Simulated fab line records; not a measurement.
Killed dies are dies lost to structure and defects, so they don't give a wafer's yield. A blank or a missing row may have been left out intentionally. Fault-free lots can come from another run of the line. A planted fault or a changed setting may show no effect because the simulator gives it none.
Split-lot experiment ; flow n5_finfet ; on a route of 1938 steps: 7 lots, 21 wafers read

== SPLIT DETAILS ==
At N5_BEOL_M5_ETCH_72 (etches underlayer in N2/H2, target depth 6.5 nm, time 5.2 s), the setting bias_w was moved away from the recipe's 150 W on 6 of the 21 wafers read, by -17.8% to +14.6%. This setting was run at the recipe's value on the other wafers.

The reading comes from the split's own step.

== THE READING ==
rf_vpp_V, in V, at N5_BEOL_M5_ETCH_72 (etches underlayer in N2/H2, target depth 6.5 nm, time 5.2 s). On this fab line, fault-free wafers typically give 523.4 V with a standard deviation of 2.8 V.

wafer;tool, chamber at the split;bias_w as run, W;against the recipe;rf_vpp_V, V;against lot-mates on the recipe
L077.1;rie_diel-04, 2;150;recipe;521.0;-
L077.2;rie_diel-04, 3;150;recipe;519.8;-
L077.6;rie_diel-04, 2;150;recipe;521.7;-
L081.2;rie_diel-04, 2;150;recipe;519.1;-
L081.4;rie_diel-04, 0;150;recipe;522.6;-
L081.5;rie_diel-04, 2;150;recipe;520.5;-
L083.4;rie_diel-05, 2;150;recipe;520.9;-
L083.5;rie_diel-05, 1;150;recipe;527.6;-
L083.6;rie_diel-05, 0;150;recipe;526.6;-
L084.1;rie_diel-04, 1;123.3;-17.8%;460.6;-59.4
L084.4;rie_diel-04, 1;123.3;-17.8%;459.0;-61.0
L084.6;rie_diel-04, 2;150;recipe;520.0;-
L088.1;rie_diel-05, 2;150;recipe;518.8;-
L088.2;rie_diel-05, 3;171.9;+14.6%;568.3;+44.1
L088.5;rie_diel-05, 1;150;recipe;529.6;-
L090.2;rie_diel-05, 1;161.4;+7.6%;552.1;+31.2
L090.3;rie_diel-05, 2;161.4;+7.6%;545.3;+24.4
L090.6;rie_diel-05, 3;150;recipe;520.9;-
L092.1;rie_diel-01, 3;150;recipe;520.7;-
L092.4;rie_diel-01, 1;171;+14.0%;570.2;+46.2
L092.5;rie_diel-01, 0;150;recipe;527.3;-

THE FIT
A straight line over all 21 wafers: rf_vpp_V changes by +3.43 V for each +1% of bias_w; r = +0.99; the points scatter about the line by 3.4 V.
The same after taking each lot's own level away (the mean of its wafers on the recipe; 21 wafers): +3.33 V for each +1%; r = +0.99; scatter 3 V.
According to that fit, moving bias_w by its largest amount changes the reading by 59 V.
The lots' own levels span 520.00 to 525.03 V, that is 1.8 times the standard deviation above.
The two slopes are in agreement: the lot-to-lot level therefore moves the slope only a little.
Check: with one of the wafers moved furthest among these (-17.8%) left out of the fit, the line predicts -59.3 V for it against its lot-mates. Against them it came out at -59.4 V.
Tool readings at the split's step, against how far the setting was moved: etch_rf_on_time_s r = -0.95; rf_vpp_V r = +0.99.

== OTHER SPLITS ON THESE WAFERS ==
Before the reading, these wafers also passed through other splits. Each is held against what the fit with the lots' levels taken away leaves over:
other split on the same wafers;wafers away from the commonest value;r with rf_vpp_V (lot level and that fit taken away)
N5_BEOL_M1_TRENCH_ETCH_37 time_s;10;+0.36
N5_BEOL_M2_ETCH_64 time_s;9;+0.09
N5_BEOL_M2_COAT_76 spin_rpm;5;+0.04
N5_BEOL_M3_ETCH_70 bias_w;4;-0.47
N5_BEOL_M3_TRENCH_ETCH_37 time_s;5;+0.19
N5_BEOL_M4_DESCUM_33 time_s;11;-0.19
N5_BEOL_M4_TRENCH_ETCH_37 bias_w;8;+0.15

== THE WHOLE CHAIN: every reading that the file lists as answering this split, in the file's order ==
step;what it does;reading;change (the file's fit);r (the file's)
N5_BEOL_M5_ETCH_72;etches underlayer in N2/H2, target depth 6.5 nm, time 5.2 s;etch_rf_on_time_s;withheld for each +1% of the setting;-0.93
N5_BEOL_M5_ETCH_72;etches underlayer in N2/H2, target depth 6.5 nm, time 5.2 s;rf_vpp_V;+3.28 V for each +1% of the setting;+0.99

== THE FILE'S OWN FIT ==
rf_vpp_V changes by +3.28 V for each +1% of bias_w, r = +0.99.
